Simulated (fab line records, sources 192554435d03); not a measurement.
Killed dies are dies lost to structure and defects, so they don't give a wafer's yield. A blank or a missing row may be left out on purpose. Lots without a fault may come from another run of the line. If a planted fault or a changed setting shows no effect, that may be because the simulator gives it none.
Split-lot study || flow n5 finfet || on a route of 1938 steps: 7 lots, 39 wafers read

ON THE SPLIT
At N5_BEOL_M0_SAQP_PECVD_04 (deposits a-Si from SiH4/He, target thk 60 nm, time 60.2 s), the setting time s was moved away from the recipe's 60.2 s on 12 of the 39 wafers read, by -35.6% to +46.8%. All remaining wafers had this setting at the recipe value.

FROM THE SPLIT TO THE READING: what the file shows between them, 5 steps
- N5_BEOL_M0_SAQP_THK_MEAS_05
- N5_BEOL_M0_SAQP_HM_DEP_111: deposits SiO2 from SiH4/N2O, target thk 12 nm, time 7.2 s
- N5_BEOL_M0_SAQP_COAT_81: time 60 s, resist thk 100 nm
- N5_BEOL_M0_SAQP_HM_OPEN_112: chemistry CHF3/O2, target SiO2, stops on a-Si, target depth 12 nm, time 13.5 s
- N5_BEOL_M0_SAQP_STRIP_113: strips in CHF3/O2

THE READING
oes product au, in a.u., at N5_BEOL_M0_SAQP_MANDREL_ETCH_20 (etches a-Si in HBr/Cl2, stops on SiNx, target depth 60 nm, bt time 10 s, time 30 s). Typical for fault-free wafers on this fab line: 0.776 a.u., with standard deviation 0.014 a.u.

{"wafer": "L074.1", "tool, chamber at the split": "pecvd-04, 1,2", "time s as run, s": 60.2, "against the recipe": "recipe", "oes product au, a.u.": 0.764, "against lot-mates on the recipe": "-"}
{"wafer": "L074.2", "tool, chamber at the split": "pecvd-04, 1,2", "time s as run, s": 60.2, "against the recipe": "recipe", "oes product au, a.u.": 0.754, "against lot-mates on the recipe": "-"}
{"wafer": "L074.3", "tool, chamber at the split": "pecvd-04, 0,2", "time s as run, s": 60.2, "against the recipe": "recipe", "oes product au, a.u.": 0.782, "against lot-mates on the recipe": "-"}
{"wafer": "L074.4", "tool, chamber at the split": "pecvd-04, 1", "time s as run, s": 60.2, "against the recipe": "recipe", "oes product au, a.u.": 0.779, "against lot-mates on the recipe": "-"}
{"wafer": "L074.5", "tool, chamber at the split": "pecvd-04, 0,2", "time s as run, s": 60.2, "against the recipe": "recipe", "oes product au, a.u.": 0.756, "against lot-mates on the recipe": "-"}
{"wafer": "L074.6", "tool, chamber at the split": "pecvd-04, 0", "time s as run, s": 60.2, "against the recipe": "recipe", "oes product au, a.u.": 0.766, "against lot-mates on the recipe": "-"}
{"wafer": "L080.1", "tool, chamber at the split": "pecvd-01, 0", "time s as run, s": 60.2, "against the recipe": "recipe", "oes product au, a.u.": 0.769, "against lot-mates on the recipe": "-"}
{"wafer": "L080.2", "tool, chamber at the split": "pecvd-01, 2", "time s as run, s": 38.76, "against the recipe": "-35.6%", "oes product au, a.u.": 0.626, "against lot-mates on the recipe": -0.143}
{"wafer": "L080.3", "tool, chamber at the split": "pecvd-01, 1,0", "time s as run, s": 38.76, "against the recipe": "-35.6%", "oes product au, a.u.": 0.603, "against lot-mates on the recipe": -0.166}
{"wafer": "L080.4", "tool, chamber at the split": "pecvd-01, 1,0", "time s as run, s": 38.76, "against the recipe": "-35.6%", "oes product au, a.u.": 0.627, "against lot-mates on the recipe": -0.142}
{"wafer": "L080.5", "tool, chamber at the split": "pecvd-01, 2", "time s as run, s": 60.2, "against the recipe": "recipe", "oes product au, a.u.": 0.779, "against lot-mates on the recipe": "-"}
{"wafer": "L080.6", "tool, chamber at the split": "pecvd-01, 1", "time s as run, s": 60.2, "against the recipe": "recipe", "oes product au, a.u.": 0.760, "against lot-mates on the recipe": "-"}
{"wafer": "L086.2", "tool, chamber at the split": "pecvd-03, 1,0", "time s as run, s": 60.2, "against the recipe": "recipe", "oes product au, a.u.": 0.797, "against lot-mates on the recipe": "-"}
{"wafer": "L086.3", "tool, chamber at the split": "pecvd-03, 1,0", "time s as run, s": 60.2, "against the recipe": "recipe", "oes product au, a.u.": 0.793, "against lot-mates on the recipe": "-"}
{"wafer": "L086.6", "tool, chamber at the split": "pecvd-03, 2", "time s as run, s": 60.2, "against the recipe": "recipe", "oes product au, a.u.": 0.768, "against lot-mates on the recipe": "-"}
{"wafer": "L090.1", "tool, chamber at the split": "pecvd-04, 0", "time s as run, s": 60.2, "against the recipe": "recipe", "oes product au, a.u.": 0.748, "against lot-mates on the recipe": "-"}
{"wafer": "L090.2", "tool, chamber at the split": "pecvd-04, 2,1", "time s as run, s": 60.2, "against the recipe": "recipe", "oes product au, a.u.": 0.769, "against lot-mates on the recipe": "-"}
{"wafer": "L090.3", "tool, chamber at the split": "pecvd-04, 2,1", "time s as run, s": 60.2, "against the recipe": "recipe", "oes product au, a.u.": 0.771, "against lot-mates on the recipe": "-"}
{"wafer": "L090.4", "tool, chamber at the split": "pecvd-04, 2", "time s as run, s": 60.2, "against the recipe": "recipe", "oes product au, a.u.": 0.779, "against lot-mates on the recipe": "-"}
{"wafer": "L090.5", "tool, chamber at the split": "pecvd-04, 1", "time s as run, s": 60.2, "against the recipe": "recipe", "oes product au, a.u.": 0.780, "against lot-mates on the recipe": "-"}
{"wafer": "L090.6", "tool, chamber at the split": "pecvd-04, 0", "time s as run, s": 60.2, "against the recipe": "recipe", "oes product au, a.u.": 0.790, "against lot-mates on the recipe": "-"}
{"wafer": "L093.1", "tool, chamber at the split": "pecvd-01, 2", "time s as run, s": 88.36, "against the recipe": "+46.8%", "oes product au, a.u.": 0.975, "against lot-mates on the recipe": "+0.188"}
{"wafer": "L093.2", "tool, chamber at the split": "pecvd-01, 0", "time s as run, s": 60.2, "against the recipe": "recipe", "oes product au, a.u.": 0.775, "against lot-mates on the recipe": "-"}
{"wafer": "L093.3", "tool, chamber at the split": "pecvd-01, 1", "time s as run, s": 60.2, "against the recipe": "recipe", "oes product au, a.u.": 0.789, "against lot-mates on the recipe": "-"}
{"wafer": "L093.4", "tool, chamber at the split": "pecvd-01, 0,2", "time s as run, s": 88.36, "against the recipe": "+46.8%", "oes product au, a.u.": 0.978, "against lot-mates on the recipe": "+0.191"}
{"wafer": "L093.5", "tool, chamber at the split": "pecvd-01, 0,2", "time s as run, s": 88.36, "against the recipe": "+46.8%", "oes product au, a.u.": 0.967, "against lot-mates on the recipe": "+0.180"}
{"wafer": "L093.6", "tool, chamber at the split": "pecvd-01, 1", "time s as run, s": 60.2, "against the recipe": "recipe", "oes product au, a.u.": 0.798, "against lot-mates on the recipe": "-"}
{"wafer": "L095.1", "tool, chamber at the split": "pecvd-01, 2", "time s as run, s": 60.2, "against the recipe": "recipe", "oes product au, a.u.": 0.764, "against lot-mates on the recipe": "-"}
{"wafer": "L095.2", "tool, chamber at the split": "pecvd-01, 0", "time s as run, s": 60.2, "against the recipe": "recipe", "oes product au, a.u.": 0.753, "against lot-mates on the recipe": "-"}
{"wafer": "L095.3", "tool, chamber at the split": "pecvd-01, 1", "time s as run, s": 42.89, "against the recipe": "-28.8%", "oes product au, a.u.": 0.665, "against lot-mates on the recipe": -0.096}
{"wafer": "L095.4", "tool, chamber at the split": "pecvd-01, 0", "time s as run, s": 42.89, "against the recipe": "-28.8%", "oes product au, a.u.": 0.656, "against lot-mates on the recipe": -0.105}
{"wafer": "L095.5", "tool, chamber at the split": "pecvd-01, 1", "time s as run, s": 60.2, "against the recipe": "recipe", "oes product au, a.u.": 0.765, "against lot-mates on the recipe": "-"}
{"wafer": "L095.6", "tool, chamber at the split": "pecvd-01, 2", "time s as run, s": 42.89, "against the recipe": "-28.8%", "oes product au, a.u.": 0.645, "against lot-mates on the recipe": -0.116}
{"wafer": "L097.1", "tool, chamber at the split": "pecvd-01, 1", "time s as run, s": 60.2, "against the recipe": "recipe", "oes product au, a.u.": 0.764, "against lot-mates on the recipe": "-"}
{"wafer": "L097.2", "tool, chamber at the split": "pecvd-01, 0", "time s as run, s": 60.2, "against the recipe": "recipe", "oes product au, a.u.": 0.759, "against lot-mates on the recipe": "-"}
{"wafer": "L097.3", "tool, chamber at the split": "pecvd-01, 2", "time s as run, s": 60.2, "against the recipe": "recipe", "oes product au, a.u.": 0.783, "against lot-mates on the recipe": "-"}
{"wafer": "L097.4", "tool, chamber at the split": "pecvd-01, 1", "time s as run, s": 80.59, "against the recipe": "+33.9%", "oes product au, a.u.": 0.941, "against lot-mates on the recipe": "+0.172"}
{"wafer": "L097.5", "tool, chamber at the split": "pecvd-01, 2", "time s as run, s": 80.59, "against the recipe": "+33.9%", "oes product au, a.u.": 0.925, "against lot-mates on the recipe": "+0.156"}
{"wafer": "L097.6", "tool, chamber at the split": "pecvd-01, 0", "time s as run, s": 80.59, "against the recipe": "+33.9%", "oes product au, a.u.": 0.927, "against lot-mates on the recipe": "+0.158"}
Where a row lists several chambers, the file gives one row for several wafers and doesn't say which wafer went through which chamber.

FIT RESULTS
A straight line over all 39 wafers: oes product au changes by +0.00434 a.u. for each +1% of time s; r = +0.99; the points scatter about the line by 0.013 a.u.
The same after taking each lot's own level away (the mean of its wafers on the recipe; 39 wafers): +0.00415 a.u. for each +1%; r = +0.99; scatter 0.013 a.u.
On that fit, the largest move of time s shifts the reading by 0.19 a.u.
Across the lots, their own levels run from 0.7607 to 0.7873 a.u., a range of 1.9 times the standard deviation given above.
The two slopes agree, so the slope changes little with the lot-to-lot level.
Check: +0.198 a.u. against its lot-mates is what the line predicts for one of the wafers moved furthest among these (+46.8%) when that wafer is left out of the fit. Against them it came out at +0.188 a.u.

OTHER SPLITS ON THESE WAFERS
Before the reading, these wafers also passed through other splits. Each is held against what the fit with the lots' levels taken away leaves over:
{"other split on the same wafers": "N5_FIN_CUT_CUT_ETCH_26 time s", "wafers away from the commonest value": 12, "r with oes product au (lot level and that fit taken away)": -0.06}
{"other split on the same wafers": "N5_SD_EPI_N_DEVELOP_08 develop time s", "wafers away from the commonest value": 18, "r with oes product au (lot level and that fit taken away)": "+0.06"}
{"other split on the same wafers": "N5_HKMG_FIN_ETCH_35 target depth a", "wafers away from the commonest value": 15, "r with oes product au (lot level and that fit taken away)": "+0.33"}

THE WHOLE CHAIN: every reading that the file lists as answering this split, in the file's order
{"step": "N5_BEOL_M0_SAQP_PECVD_04", "what it does": "deposits a-Si from SiH4/He, target thk 60 nm, time 60.2 s", "reading": "a-Si_of_BEOL_M0_SAQP_PECVD_04.thk nm (the simulator's own value, which no gauge read)", "change (the file's fit)": "+0.607 nm for each +1% of the setting", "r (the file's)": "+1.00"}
{"step": "N5_BEOL_M0_SAQP_THK_MEAS_05", "what it does": "", "reading": "thk nm", "change (the file's fit)": "withheld for each +1% of the setting", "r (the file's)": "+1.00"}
{"step": "N5_BEOL_M0_SAQP_MANDREL_ETCH_20", "what it does": "etches a-Si in HBr/Cl2, stops on SiNx, target depth 60 nm, bt time 10 s, time 30 s", "reading": "oes product au", "change (the file's fit)": "+0.00417 a.u. for each +1% of the setting", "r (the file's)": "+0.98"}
{"step": "N5_BEOL_M0_SAQP_MANDREL_ETCH_20", "what it does": "etches a-Si in HBr/Cl2, stops on SiNx, target depth 60 nm, bt time 10 s, time 30 s", "reading": "etch.depth nm (the simulator's own value, which no gauge read)", "change (the file's fit)": "+0.607 nm for each +1% of the setting", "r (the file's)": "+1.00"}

THE FILE'S OWN FIT
oes product au changes by +0.00417 a.u. for each +1% of time s, r = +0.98.
